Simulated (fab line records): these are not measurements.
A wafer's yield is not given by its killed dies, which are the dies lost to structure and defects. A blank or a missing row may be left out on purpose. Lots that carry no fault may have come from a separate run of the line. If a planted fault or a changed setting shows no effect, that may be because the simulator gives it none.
Which tool was responsible? | flow nandHarc | 7 lots with 21 wafers sampled at 2 steps, on a route of 1302 steps

## WHAT THE GAUGES SHOWED, per wafer
NHARC_A_ONON_D2_THK_MEAS_08: measures by ellipsometry.
lot  | measured     | on           | thkNm (nm)
L932 | day 12 23:07 | filmMetro-01 | 1012 1012 1010
L937 | day 14 22:03 | filmMetro-01 | 1004 1004 1003
L944 | day 18 05:07 | filmMetro-01 | 992 990 989
L946 | day 18 14:55 | filmMetro-02 | 993 994 993
L948 | day 19 13:25 | filmMetro-01 | 990 991 991
L951 | day 20 08:49 | filmMetro-01 | 996 994 995
L954 | day 22 03:57 | filmMetro-01 | 1001 1001 999

## WHAT TOOL EACH LOT RAN ON (gives the tool, then ch and the chambers of the sampled wafers, and finally the start)
lot  | NHARC_A_DECK1_JOINT_ETCHBACK_00
L932 | rieSi-04 ch 0,1,2, day 12 00:13
L937 | rieSi-01 ch 0,1,2, day 14 00:46
L944 | rieSi-01 ch 0,1,2, day 17 04:13
L946 | rieSi-05 ch 1,2,3, day 17 15:28
L948 | rieSi-04 ch 0,1,3, day 18 12:31
L951 | rieSi-05 ch 0,1,3, day 19 09:14
L954 | rieSi-05 ch 0,2,3, day 20 19:32
- NHARC_A_DECK1_JOINT_ETCHBACK_00: etches the open film in HBr, target depth 30 nm, time 17.4 s.

## THE ANSWER, worked out from the rows above alone
Rule: the usual values come from the lots themselves. The widest of any qualifying gaps counts: lots, ordered by their means at a reading, are off when they make up no more than a third of the lots, leave a main group of 4 or more, and stand apart from it by 3 or more times the standard deviation of that group's means. A main group is skipped when, at the precision printed for the reading in the tables above, its means are all equal. Also off: a lot with no number at a reading for which 4 or more lots have one. Any other lot the step has rows for is counted as sound.
Across all readings shown, no lot is off: no conclusion can be drawn from this.

## WHAT WAS PUT IN BY THE SIMULATOR
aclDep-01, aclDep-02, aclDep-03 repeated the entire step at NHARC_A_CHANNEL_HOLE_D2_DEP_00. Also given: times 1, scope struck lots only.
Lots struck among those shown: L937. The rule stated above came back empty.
